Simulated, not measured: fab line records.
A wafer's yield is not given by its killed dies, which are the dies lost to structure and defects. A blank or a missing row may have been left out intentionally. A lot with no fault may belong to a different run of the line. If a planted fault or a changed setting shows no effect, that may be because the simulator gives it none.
Matching of chambers | flow nand harc | NHARC_A_CONTACT_ETCH_102 on rie diel-08 has 4 sister chambers
The step etches the open film in CF4/O2, target depth 100 nm, overetch 10 nm, time 55 s. 20 wafers are shown with their chamber, then 10 later ones without.

== WAFERS PAIRED WITH THEIR CHAMBERS ==
wafer  | chamber | drypump motor current A (A) | showerhead plenum p Torr (Torr) | rf vpp V (V)
L074.1 | 1       | 4.8                         | 1.31                            | 196.3
L074.2 | 0       | 5.3                         | 1.32                            | 196.4
L074.5 | 3       | 6.2                         | 1.25                            | 195.5
L076.3 | 1       | 4.8                         | 1.31                            | 196.6
L076.5 | 1       | 4.8                         | 1.31                            | 197.4
L076.6 | 0       | 5.3                         | 1.32                            | 197.8
L078.2 | 2       | 5.9                         | 1.31                            | 197.5
L078.3 | 1       | 4.8                         | 1.30                            | 198.0
L078.5 | 2       | 5.9                         | 1.31                            | 196.8
L081.1 | 3       | 6.2                         | 1.25                            | 195.9
L081.2 | 2       | 5.9                         | 1.31                            | 198.0
L081.3 | 1       | 4.8                         | 1.30                            | 197.3
L082.1 | 0       | 5.3                         | 1.32                            | 197.5
L082.3 | 2       | 5.9                         | 1.31                            | 197.1
L082.6 | 1       | 4.8                         | 1.30                            | 196.6
L086.1 | 2       | 5.9                         | 1.31                            | 197.9
L086.2 | 3       | 6.1                         | 1.25                            | 195.4
L086.5 | 2       | 5.9                         | 1.31                            | 197.0
L085.1 | 3       | 6.1                         | 1.25                            | 195.4
L085.3 | 2       | 5.9                         | 1.31                            | 196.4

SIGNATURES (means of the wafers above)
reading                  | chamber 0 | chamber 1 | chamber 2 | chamber 3 | scatter within a chamber
drypump motor current A  | 5.300     | 4.800     | 5.900     | 6.150     | 0.025
showerhead plenum p Torr | 1.3200    | 1.3050    | 1.3100    | 1.2500    | 0.00306
rf vpp V                 | 197.233   | 197.033   | 197.243   | 195.550   | 0.579
Rule: a wafer's distance from a chamber is the root of the sum, over the readings, of the square of ((its reading less the chamber's mean) divided by the reading's scatter). If the next closest chamber is less than 2 further off than the closest, the wafer can't be placed; otherwise it belongs to the closest. The scatter is the square root of a quotient: the sum, over the shown wafers, of each reading's squared deviation from its chamber's mean, divided by wafers minus chambers.

== WAFERS WITH NO CHAMBER GIVEN ==
wafer  | drypump motor current A (A) | showerhead plenum p Torr (Torr) | rf vpp V (V)
L085.6 | 5.9                         | 1.31                            | 197.9
L087.4 | 4.8                         | 1.30                            | 196.3
L087.5 | 6.1                         | 1.25                            | 196.5
L087.6 | 5.9                         | 1.30                            | 196.5
L090.1 | 5.3                         | 1.32                            | 197.5
L090.4 | 6.2                         | 1.24                            | 197.6
L090.5 | 4.8                         | 1.30                            | 198.3
L091.2 | 5.3                         | 1.31                            | 198.7
L091.4 | 4.8                         | 1.29                            | 197.6
L091.5 | 4.8                         | 1.29                            | 197.8

== THE CHAMBER EACH PASSED THROUGH ==
wafer  | from the rows above | in truth
L085.6 | 2                   | 2
L087.4 | 1                   | 1
L087.5 | 3                   | 3
L087.6 | 2                   | 2
L090.1 | 0                   | 0
L090.4 | 3                   | 3
L090.5 | 1                   | 1
L091.2 | 0                   | 0
L091.4 | 1                   | 1
L091.5 | 1                   | 1
Correct placement for 10 of the 10. Left unplaced by these rows: 0. Wrongly placed: 0.
